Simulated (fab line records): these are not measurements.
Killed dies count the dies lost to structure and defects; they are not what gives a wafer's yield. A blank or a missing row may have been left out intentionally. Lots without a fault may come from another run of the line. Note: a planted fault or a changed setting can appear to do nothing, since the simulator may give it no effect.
What tool caused it? ; flow nandHarc ; 12 lots, 36 wafers sampled, at 4 steps of a route of 1302

## WHAT THE GAUGES SHOWED, per wafer
NHARC_P_GATE_OVL_MEAS_27.
lot;measured;on;overlayXNm (nm);overlayYNm (nm)
L317;day 5 03:54;overlay-02;0.8 -0.1 0.6;-1.2 -1.4 -1.2
L319;day 5 16:32;overlay-01;-1.2 -1.2 -1.3;-0.2 -0.1 -0.1
L321;day 6 13:08;overlay-01;0.4 0.9 -0.1;-1.3 -0.9 -0.9
L323;day 7 13:14;overlay-02;-0.9 -0.3 -0.6;0.6 1.1 0.8
L324;day 7 19:52;overlay-02;0.7 0.3 0.4;0.3 0.0 0.7
L334;day 12 07:53;overlay-01;1.0 0.5 0.5;1.2 0.5 0.7
L335;day 12 08:13;overlay-02;-1.2 -1.2 -1.1;-0.6 -0.1 -0.2
L336;day 12 21:45;overlay-02;-0.4 -0.2 -0.5;-0.2 -0.5 -0.9
L337;day 13 10:22;overlay-02;0.0 0.0 -0.3;-0.2 -0.6 -0.3
L338;day 13 17:26;overlay-02;-1.2 -0.4 -0.9;-0.2 0.2 -0.7
L339;day 14 07:49;overlay-02;-0.9 -0.7 -0.8;0.2 1.1 1.0
L340;day 14 12:28;overlay-02;0.5 0.8 -0.1;-0.8 -0.2 -0.1

NHARC_P_GATE_CD_MEAS_59 targets a cd of 720 nm.
lot;measured;on;cdNm (nm)
L317;day 5 17:38;cdSem-01;719.6 720.2 717.2
L319;day 6 06:01;cdSem-02;721.0 719.2 719.1
L321;day 7 04:45;cdSem-03;719.6 721.2 719.1
L323;day 8 02:50;cdSem-01;719.9 716.5 717.3
L324;day 8 09:31;cdSem-01;712.2 711.7 712.9
L334;day 12 21:31;cdSem-02;718.4 720.9 720.4
L335;day 12 21:50;cdSem-01;721.2 718.1 719.8
L336;day 13 11:37;cdSem-02;721.8 719.9 718.8
L337;day 13 23:47;cdSem-01;721.1 719.6 720.6
L338;day 14 07:18;cdSem-02;721.4 719.6 719.0
L339;day 14 21:25;cdSem-02;719.7 717.1 720.4
L340;day 15 02:07;cdSem-02;721.5 721.6 720.2

## WHICH TOOL RAN EACH LOT (tool, then ch and the chambers of the sampled wafers, then the start)
lot;NHARC_P_GATE_ETCH_32;NHARC_P_GATE_EXPOSE_56
L317;rieSi-04 ch 1,2, day 5 04:28;krfScanner-02 ch 0, day 5 17:29
L319;rieSi-01 ch 0,1, day 5 17:08;krfScanner-04 ch 0, day 6 05:52
L321;rieSi-01 ch 2,3, day 6 13:43;krfScanner-01 ch 0, day 7 04:36
L323;rieSi-02 ch 0,2,3, day 7 13:53;krfScanner-01 ch 0, day 8 02:42
L324;rieSi-02 ch 0,2,3, day 7 20:25;krfScanner-02 ch 0, day 8 09:22
L334;rieSi-01 ch 0,2,3, day 12 08:30;krfScanner-04 ch 0, day 12 21:22
L335;rieSi-04 ch 1,3, day 12 08:47;krfScanner-01 ch 0, day 12 21:41
L336;rieSi-02 ch 1,2, day 12 22:24;krfScanner-02 ch 0, day 13 11:28
L337;rieSi-02 ch 0,1,2, day 13 10:56;krfScanner-01 ch 0, day 13 23:38
L338;rieSi-01 ch 0,1, day 13 18:00;krfScanner-02 ch 0, day 14 07:08
L339;rieSi-01 ch 0,1,2, day 14 08:25;krfScanner-02 ch 0, day 14 21:16
L340;rieSi-02 ch 1,2,3, day 14 13:04;krfScanner-02 ch 0, day 15 01:58
- NHARC_P_GATE_ETCH_32: etches the open film in HBr/Cl2, target depth 150 nm, time 100.1 s.
- NHARC_P_GATE_EXPOSE_56: exposes mask P PSD, target cd 720 nm.

## AS READ BY THE TOOLS THEMSELVES (means over the sampled wafers that have a number; for cases with no such wafer, the mark the record gives instead)
NHARC_P_GATE_ETCH_32.
lot;tool;biasW (W);drypumpMotorCurrentA (A);mfcCl2Sccm (sccm);oesProductAu (a.u.);rfFwdPowerW (W);throttleValvePct (%)
L317;rieSi-04;100.01;5.8;49.81;1.006;397.1;26.410
L319;rieSi-01;99.68;6.6;50.04;0.996;398.3;26.407
L321;rieSi-01;100.03;5.9;50.06;0.996;396.5;26.404
L323;rieSi-02;99.95;6.0;49.84;0.996;397.8;26.408
L324;rieSi-02;100.01;6.0;49.70;1.003;397.9;26.401
L334;rieSi-01;100.04;6.2;49.89;1.004;396.7;26.409
L335;rieSi-04;99.74;6.0;50.28;1.012;397.1;26.404
L336;rieSi-02;100.22;5.6;50.04;1.012;398.0;26.415
L337;rieSi-02;100.02;5.7;49.83;1.006;397.2;26.417
L338;rieSi-01;99.88;6.6;49.97;1.001;397.9;26.400
L339;rieSi-01;100.13;6.6;49.91;1.010;397.6;26.405
L340;rieSi-02;100.00;5.6;49.99;1.006;396.6;26.415

## THE ANSWER, worked out from the rows above alone
Rule: usual is defined by the lots themselves. The widest of any qualifying gaps counts: lots, ordered by their means at a reading, are off when they make up no more than a third of the lots, leave a main group of 4 or more, and stand apart from it by 3 or more times the standard deviation of that group's means. The tables above print the reading to a certain number of digits; a main group whose means all agree to those digits is not used. Also off: a lot with no number at a reading for which 4 or more lots have one. The other lots that the step has rows for count as sound. After the gauges, taken in route order, come the tools' own readings; for these a lot's mean is taken, as printed above. The first step at which some lot is off is used, and at that step the reading that is off furthest; a lot without a number counts as furthest.
Off: L324 (NHARC_P_GATE_CD_MEAS_59, cdNm). For the main group the mean is 719.7 nm and the standard deviation 0.8.
A tool fits if, at a process step before that reading, it ran every lot that is off, and no sound lot after the first of them. Those tools and the gauges at NHARC_P_GATE_CD_MEAS_59 are tried in the same way. Not one of the candidates tried fits.

## WHAT THE SIMULATOR HAD PUT IN
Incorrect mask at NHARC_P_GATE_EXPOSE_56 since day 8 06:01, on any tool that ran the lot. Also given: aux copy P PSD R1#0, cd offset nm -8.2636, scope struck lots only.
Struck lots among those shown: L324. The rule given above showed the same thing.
